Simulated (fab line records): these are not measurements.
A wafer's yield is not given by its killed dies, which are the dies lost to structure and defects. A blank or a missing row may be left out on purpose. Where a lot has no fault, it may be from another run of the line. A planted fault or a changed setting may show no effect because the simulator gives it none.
Matching of chambers	flow nand_harc	NHARC_A_ZERO_WELL_DESCUM_12 on rie_diel-12 has 4 sister chambers
The step chemistry O2, time 3 s. 8 wafers are shown with their chamber, then 7 later ones without.

## WAFERS WITH THEIR CHAMBER
wafer	chamber	oes_product_au (a.u.)	rf_vpp_V (V)
L079.3	0	1.014	58.4
L080.5	2	0.995	56.9
L080.6	1	1.010	57.1
L082.1	2	0.993	56.9
L082.2	1	1.006	57.7
L082.3	3	0.990	59.5
L082.4	0	1.027	58.1
L082.5	3	0.989	58.3

## WAFERS WITH NO CHAMBER GIVEN
wafer	oes_product_au (a.u.)	rf_vpp_V (V)
L082.6	1.004	58.4
L083.1	1.030	58.2
L083.5	1.004	58.1
L083.6	0.998	57.4
L091.1	1.000	58.5
L091.3	1.004	59.7
L091.6	1.025	58.6

## THE CHAMBER EACH PASSED THROUGH
wafer	from the rows above	in truth
L082.6	can't be placed: 1 or 3 or 0 or 2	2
L083.1	0	0
L083.5	can't be placed: 1 or 2 or 0 or 3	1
L083.6	can't be placed: 2 or 1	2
L091.1	can't be placed: 3 or 1 or 2 or 0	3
L091.3	can't be placed: 3 or 0 or 1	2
L091.6	0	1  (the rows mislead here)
1 of 7 placed correctly. Cannot be placed on the basis of these rows: 5; the candidates contain the true chamber in 4. Wrongly placed: 1.
How it was worked out, from the rows above alone: a wafer's distance from a chamber is the root of the sum, over the readings, of the square of ((its reading less the chamber's mean) divided by the reading's scatter). The wafer belongs to the nearest chamber; if the next one is less than 2 further off, it can't be placed. For every chamber, the mean is computed from those of its wafers that are shown. The scatter: take each reading less its chamber's mean, square it, sum over the shown wafers, divide by the number of wafers less the number of chambers, and take the root.
